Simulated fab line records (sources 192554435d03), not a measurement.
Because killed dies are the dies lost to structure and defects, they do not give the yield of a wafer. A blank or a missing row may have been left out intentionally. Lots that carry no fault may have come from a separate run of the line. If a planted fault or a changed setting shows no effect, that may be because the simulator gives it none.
fab line records | flow n5Finfet
record lots=12 | wafers=36 | lastDay=19
route steps=1938 shown BEOL_M10@1515 BEOL_M11@1536 PASSIVATION@1936
lots that met no fault: from a run of the same line without faults
startH: hours from the record's first day to the start of the lot's first wafer shown | waitH: hours elapsed since this lot's preceding step | " identical to the entry in the row above | L1.1+2: a row that stands for several wafers | - either no value or no given start | * or withheld: withheld | < > ~ a bound
route shown NAME@n: NAME is a module with steps in the file, n the number in the route of the first one | usual: average and standard deviation across the fault-free wafers | same: alike in all rows | chamber/n: place in a boat | sites: the reading at each site | _std_site: their standard deviation | _edge_site: inner sites' mean taken away from outer sites' mean | radiusMm: for every site, how far away it sits from the centre of the wafer | mask NAME#n: copy n | behind: the last tool/chamber to shape the wafer | hold: cause of the lot's hold/its duration in hours/its outcome | device: the transistor (n, p or np) that didn't switch | end of line: tests of these same wafers at the route's end | a step with no rows: only its recipe | killed: not the wafer's yield, but the dies lost to structure and defects at the first sort | map: a wafer's dies, x killed, . not, _ none there
set.NAME: the setting that was run; set.NAME@STEP: the one run at that earlier step | model.NAME: the simulator's own value behind a step, which no gauge read
steps of the route over a sample of lots; a table a step, a row a wafer
services: when a tool's chamber went out of use (startH, in hours from the record's first day, below 0 if earlier), for how many hours, and the reason
## steps
# step N5_BEOL_M10_OCD_MEAS_38
# usual trenchDepthNm=148.9/1.9
lot.wafer | tool   | chamber | startH | waitH | trenchDepthNm
L989.1    | ocd-02 | -       | 233.45 | -     | 148.5
L989.2    | "      | -       | "      | "     | 147.1
L989.3    | "      | -       | "      | "     | 150.7
L990.1    | ocd-02 | -       | 245.11 | -     | 148.3
L990.4    | "      | -       | "      | "     | 150.6
L990.5    | "      | -       | "      | "     | 147.2
L991.1    | ocd-01 | -       | 245.57 | -     | 147.7
L991.5    | "      | -       | "      | "     | 147.0
L991.6    | "      | -       | "      | "     | 149.2
L996.1    | ocd-01 | -       | 300.12 | -     | 150.4
L996.3    | "      | -       | "      | "     | 150.0
L996.6    | "      | -       | "      | "     | 149.4
L999.1    | ocd-02 | -       | 304.35 | -     | 147.9
L999.2    | "      | -       | "      | "     | 145.6
L999.5    | "      | -       | "      | "     | 147.9
L100.1    | ocd-02 | -       | 323.98 | -     | 148.8
L100.2    | "      | -       | "      | "     | 149.8
L100.6    | "      | -       | "      | "     | 148.2
L998.1    | ocd-02 | -       | 324.92 | -     | 152.4
L998.3    | "      | -       | "      | "     | 151.2
L998.5    | "      | -       | "      | "     | 148.9
L103.1    | ocd-02 | -       | 328.88 | -     | 148.1
L103.2    | "      | -       | "      | "     | 150.6
L103.5    | "      | -       | "      | "     | 148.5
L104.1    | ocd-01 | -       | 332.43 | -     | 148.8
L104.2    | "      | -       | "      | "     | 150.5
L104.5    | "      | -       | "      | "     | 150.1
L106.3    | ocd-02 | -       | 358.05 | -     | 145.7
L106.4    | "      | -       | "      | "     | 148.8
L106.5    | "      | -       | "      | "     | 144.7
L107.1    | ocd-02 | -       | 362.94 | -     | 145.0
L107.3    | "      | -       | "      | "     | 151.0
L107.5    | "      | -       | "      | "     | 148.9
L112.2    | ocd-01 | -       | 396.42 | -     | 150.4
L112.4    | "      | -       | "      | "     | 149.7
L112.6    | "      | -       | "      | "     | 148.8
# step N5_BEOL_M10_SURFACE_TREAT_76
# recipe gas=Ar | timeS=* | ionEnergyEv=* | ionCurrentMaCm2=0.5 | pressureMtorr=* | arFlowSccm=30
# usual throttleValvePct=*
lot.wafer | tool          | chamber | startH | waitH | throttleValvePct
L989.1    | pvdSputter-01 | -       | 234.62 | 0.2   | *
L989.2    | "             | -       | "      | "     | *
L989.3    | "             | -       | "      | "     | *
L990.1    | pvdSputter-01 | -       | 246.13 | 0.2   | *
L990.4    | "             | -       | "      | "     | *
L990.5    | "             | -       | "      | "     | *
L991.1    | pvdSputter-03 | -       | 247.92 | 0.6   | *
L991.5    | "             | -       | "      | "     | *
L991.6    | "             | -       | "      | "     | *
L996.1    | pvdSputter-03 | -       | 301.26 | 0.2   | *
L996.3    | "             | -       | "      | "     | *
L996.6    | "             | -       | "      | "     | *
L999.1    | pvdSputter-03 | -       | 305.33 | 0.2   | *
L999.2    | "             | -       | "      | "     | *
L999.5    | "             | -       | "      | "     | *
L100.1    | pvdSputter-03 | -       | 325.97 | 0.2   | *
L100.2    | "             | -       | "      | "     | *
L100.6    | "             | -       | "      | "     | *
L998.1    | pvdSputter-02 | -       | 326.28 | 0.2   | *
L998.3    | "             | -       | "      | "     | *
L998.5    | "             | -       | "      | "     | *
L103.1    | pvdSputter-03 | -       | 329.86 | 0.2   | *
L103.2    | "             | -       | "      | "     | *
L103.5    | "             | -       | "      | "     | *
L104.1    | pvdSputter-01 | -       | 335.05 | 0.2   | *
L104.2    | "             | -       | "      | "     | *
L104.5    | "             | -       | "      | "     | *
L106.3    | pvdSputter-03 | -       | 359.19 | 0.2   | *
L106.4    | "             | -       | "      | "     | *
L106.5    | "             | -       | "      | "     | *
L107.1    | pvdSputter-02 | -       | 364.10 | 0.3   | *
L107.3    | "             | -       | "      | "     | *
L107.5    | "             | -       | "      | "     | *
L112.2    | pvdSputter-02 | -       | 397.43 | 0.2   | *
L112.4    | "             | -       | "      | "     | *
L112.6    | "             | -       | "      | "     | *
# step N5_BEOL_M10_SPUTTER_48
# recipe material=Cu | targetThkA=120 | tempC=-20 | biasV=60 | powerW=26000 | chamberPressurePa=0.13 | timeS=2
# usual chamberPressurePa=0.13/0.00026 | susceptorTempC=-20.01/0.12 | throttleValvePct=30.0/1.2
lot.wafer | tool          | chamber | startH | waitH | chamberPressurePa | susceptorTempC | throttleValvePct
L989.1    | pvdSputter-01 | -       | 234.86 | 0.1   | 0.13013           | -20.10         | 29.4
L989.2    | "             | -       | "      | "     | 0.12997           | -19.91         | 27.7
L989.3    | "             | -       | "      | "     | 0.12993           | -19.98         | 30.9
L990.1    | pvdSputter-02 | -       | 246.67 | 0.2   | 0.12997           | -19.97         | 29.0
L990.4    | "             | -       | "      | "     | 0.12987           | -20.03         | 29.2
L990.5    | "             | -       | "      | "     | 0.13019           | -20.28         | 31.2
L991.1    | pvdSputter-01 | -       | 248.19 | 0.1   | 0.12987           | -20.13         | 30.6
L991.5    | "             | -       | "      | "     | 0.12986           | -20.04         | 30.1
L991.6    | "             | -       | "      | "     | 0.12998           | -20.13         | 30.7
L996.1    | pvdSputter-02 | -       | 301.48 | 0.1   | 0.12987           | -19.89         | 28.9
L996.3    | "             | -       | "      | "     | 0.13014           | -19.96         | 31.6
L996.6    | "             | -       | "      | "     | 0.1298            | -19.89         | 28.6
L999.1    | pvdSputter-01 | -       | 305.95 | 0.3   | 0.13019           | -19.96         | 30.8
L999.2    | "             | -       | "      | "     | 0.12983           | -19.88         | 29.4
L999.5    | "             | -       | "      | "     | 0.13019           | -19.85         | 27.5
L100.1    | pvdSputter-02 | -       | 326.20 | 0.1   | 0.13037           | -20.04         | 31.3
L100.2    | "             | -       | "      | "     | 0.12962           | -20.04         | 28.9
L100.6    | "             | -       | "      | "     | 0.12968           | -20.23         | 31.6
L998.1    | pvdSputter-03 | -       | 326.47 | 0.1   | 0.12967           | -19.98         | 30.1
L998.3    | "             | -       | "      | "     | 0.13012           | -20.17         | 30.9
L998.5    | "             | -       | "      | "     | 0.13038           | -20.02         | 30.8
L103.1    | pvdSputter-02 | -       | 330.03 | 0.1   | 0.13027           | -20.07         | 29.1
L103.2    | "             | -       | "      | "     | 0.13043           | -20.05         | 31.5
L103.5    | "             | -       | "      | "     | 0.12947           | -20.03         | 29.0
L104.1    | pvdSputter-01 | -       | 335.29 | 0.1   | 0.13018           | -20.16         | 27.8
L104.2    | "             | -       | "      | "     | 0.12986           | -19.85         | 30.4
L104.5    | "             | -       | "      | "     | 0.12993           | -20.07         | 29.1
L106.3    | pvdSputter-01 | -       | 359.41 | 0.1   | 0.12992           | -19.96         | 30.1
L106.4    | "             | -       | "      | "     | 0.13055           | -20.15         | 27.8
L106.5    | "             | -       | "      | "     | 0.1295            | -19.82         | 31.0
L107.1    | pvdSputter-02 | -       | 364.44 | 0.2   | 0.13011           | -20.04         | 31.6
L107.3    | "             | -       | "      | "     | 0.12956           | -20.16         | 29.1
L107.5    | "             | -       | "      | "     | 0.12989           | -20.03         | 31.3
L112.2    | pvdSputter-02 | -       | 397.73 | 0.2   | 0.13006           | -20.01         | 29.6
L112.4    | "             | -       | "      | "     | 0.13013           | -19.95         | 28.9
L112.6    | "             | -       | "      | "     | 0.13013           | -19.95         | 29.1
# step N5_BEOL_M11_ILD_DEP_00
# recipe material=SiCOH_lowk | targetThkA=3085.1 | tempC=300 | precursor=DEMS/porogen | pressureTorr=5 | rfW=500 | timeS=58
# usual heaterPowerW=269/41 | showerheadPlenumPTorr=5.743/0.014 | susceptorTempC=300.01/0.2 | throttleValvePct=14.1/0.98
lot.wafer | tool     | chamber | startH | waitH | heaterPowerW | showerheadPlenumPTorr | susceptorTempC | throttleValvePct
L989.1    | pecvd-03 | 1       | 236.42 | 0.0   | 278          | 5.747                 | 300.13         | 16.2
L989.2    | "        | 2       | "      | "     | 341          | 5.726                 | 299.77         | 13.0
L989.3    | "        | 0       | "      | "     | 288          | 5.742                 | 300.01         | 13.1
L990.1    | pecvd-01 | 1       | 247.69 | 0.0   | 268          | 5.748                 | 299.86         | 15.1
L990.4    | "        | 0       | "      | "     | 220          | 5.743                 | 300.31         | 13.2
L990.5    | "        | 2       | "      | "     | 234          | 5.738                 | 299.84         | 14.7
L991.1    | pecvd-01 | 2       | 249.27 | 0.0   | 221          | 5.746                 | 300.24         | 14.8
L991.5    | "        | 1       | "      | "     | 240          | 5.733                 | 299.57         | 14.9
L991.6    | "        | 2       | "      | "     | 226          | 5.736                 | 300.36         | 14.7
L996.1    | pecvd-03 | 0       | 302.78 | 0.0   | 319          | 5.764                 | 300.15         | 13.1
L996.3    | "        | 2       | "      | "     | 322          | 5.735                 | 299.96         | 13.1
L996.6    | "        | 2       | "      | "     | 328          | 5.715                 | 300.08         | 13.1
L999.1    | pecvd-01 | 2       | 307.09 | 0.0   | 243          | 5.740                 | 299.99         | 15.0
L999.2    | "        | 0       | "      | "     | 265          | 5.717                 | 302.90         | 13.2
L999.5    | "        | 1       | "      | "     | 216          | 5.727                 | 300.20         | 14.9
L100.1    | pecvd-01 | 1       | 327.50 | 0.0   | 227          | 5.746                 | 299.87         | 15.0
L100.2    | "        | 0       | "      | "     | 221          | 5.738                 | 302.92         | 13.3
L100.6    | "        | 0       | "      | "     | 239          | 5.744                 | 303.12         | 13.4
L998.1    | pecvd-01 | 2       | 330.61 | 0.0   | 207          | 5.739                 | 300.23         | 15.0
L998.3    | "        | 0       | "      | "     | 262          | 5.721                 | 303.17         | 13.0
L998.5    | "        | 1       | "      | "     | 241          | 5.743                 | 299.87         | 15.0
L103.1    | pecvd-04 | 2       | 332.92 | 0.0   | 214          | 5.731                 | 299.81         | 14.2
L103.2    | "        | 1       | "      | "     | 291          | 5.765                 | 300.02         | 14.6
L103.5    | "        | 1       | "      | "     | 294          | 5.782                 | 300.00         | 14.6
L104.1    | pecvd-04 | 2       | 336.33 | 0.0   | 242          | 5.738                 | 299.82         | 14.0
L104.2    | "        | 0       | "      | "     | 339          | 5.741                 | 299.74         | 13.4
L104.5    | "        | 1       | "      | "     | 297          | 5.758                 | 299.91         | 14.5
L106.3    | pecvd-04 | 0       | 360.78 | 0.0   | 321          | 5.725                 | 300.01         | 13.7
L106.4    | "        | 0       | "      | "     | 337          | 5.737                 | 299.89         | 13.7
L106.5    | "        | 1       | "      | "     | 347          | 5.761                 | 300.02         | 14.4
L107.1    | pecvd-03 | 0       | 366.22 | 0.0   | 267          | 5.751                 | 300.08         | 13.5
L107.3    | "        | 2       | "      | "     | 350          | 5.737                 | 299.55         | 13.2
L107.5    | "        | 2       | "      | "     | 279          | 5.726                 | 299.87         | 13.2
L112.2    | pecvd-03 | 2       | 399.65 | 0.0   | 327          | 5.728                 | 300.38         | 13.2
L112.4    | "        | 1       | "      | "     | 231          | 5.767                 | 300.20         | 15.9
L112.6    | "        | 2       | "      | "     | 333          | 5.744                 | 300.30         | 13.1
# step N5_PASSIVATION_PROBE_49
# usual defectLimitedYield=91.0/1.5 | killed_at_M0_to_M3=37/12 | killed_at_M4_up=13/5 | killedAtContacts=13/6.1 | killedAtFrontEnd=39/11 | killedAtOther=4/3.2 | killedDies=106/17 | killedOpen=69/12 | killedShort=35/7.9 | sort_bin_5_function=5.3/1 | sort_bin_6_memory=3.3/0.68 | sortNPass=1074/17 | sortYieldPct=91.0/1.5
# same grossDies=1180 | killedAtBackSide=0 | sort_bin_4_leakage[%]=0 | sort_bin_8_speed[%]=0
lot.wafer | tool      | chamber | startH | waitH | defectLimitedYield[%] | killed_at_M0_to_M3 | killed_at_M4_up | killedAtContacts | killedAtFrontEnd | killedAtOther | killedDies | killedOpen | killedShort | sort_bin_5_function[%] | sort_bin_6_memory[%] | sortNPass | sortYieldPct[%]
L998.1    | prober-02 | -       | 374.89 | 0.0   | 90.6                  | 40                 | 6               | 14               | 48               | 3             | 111        | 75         | 34          | 6.0                    | 3.1                  | 1069      | 90.6
L998.5    | prober-02 | -       | 375.09 | 0.2   | 90.7                  | 46                 | 15              | 10               | 28               | 11            | 110        | 61         | 46          | 5.2                    | 3.4                  | 1070      | 90.7
# killed by level:class
L998.1 FIN_SAQP:geometricParticle:open=12 MOL_CONTACT_COAG:geometricParticle:open=12 BEOL_M0_SAQP:geometricParticle:short=10 BEOL_M3:geometricParticle:open=9 STI_FIN_REVEAL:geometricParticle:open=8 BEOL_M2:geometricParticle:open=7 FIN_SAQP:geometricParticle:short=5 GATE_CUT:geometricParticle:short=5
L998.5 BEOL_M0_SAQP:geometricParticle:short=11 BEOL_M3:geometricParticle:open=10 BEOL_M0_SAQP:geometricParticle:open=8 MOL_CONTACT_COAG:geometricParticle:open=7 BEOL_M4:geometricParticle:open=6 PASS1_DEP:geometricParticle:short=5 BEOL_M2:geometricParticle:short=5 BEOL_M0:geometricParticle:open=4
## services
tool     | chamber | startH | hours | kind
pecvd-04 | 2       | 216.90 | 6.0   | repair
pecvd-04 | 0       | 256.22 | 2.1   | scheduledDown
pecvd-04 | 2       | 264.65 | 2.1   | scheduledDown
pecvd-01 | -       | 273.03 | 1.2   | repair
pecvd-03 | 0       | 279.12 | 5.2   | repair
pecvd-01 | -       | 288.17 | 2.8   | pm
pecvd-03 | -       | 297.02 | 5.5   | pm
pecvd-04 | 1       | 317.67 | 5.5   | scheduledDown
pecvd-04 | 0       | 344.39 | 3.6   | repair
pecvd-01 | 2       | 364.94 | 5.5   | scheduledDown
pecvd-01 | 1       | 383.62 | -     | clean
pecvd-01 | 1       | 383.62 | -     | consumableReplace:showerhead
pecvd-01 | 1       | 383.62 | 29.0  | scheduledDown
pecvd-01 | 1       | 383.62 | 29.0  | ventCycle
## key
firstSign step=N5_BEOL_M11_ILD_DEP_00 | reading=susceptorTempC | direction=up | sigmas=15 | usual=* | struck=*
effect none on later readings
metAt N5_BEOL_M11_ILD_DEP_00
struckLots L998,L999,L100
struckWafers L998.3,L999.2,L100.2,L100.6
notActingAt N5_BEOL_M10_OCD_MEAS_38,N5_BEOL_M10_SURFACE_TREAT_76,N5_BEOL_M10_SPUTTER_48
onsetBetween 247.69 307.09
fault kind=processParameterDrift | tool=pecvd-01 | chamber=0 | onsetH=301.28 | steps=N5_BEOL_M11_ILD_DEP_00 | channel=tempC | offset=* | shape=step | endH=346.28 | actsIn=* | stated=*
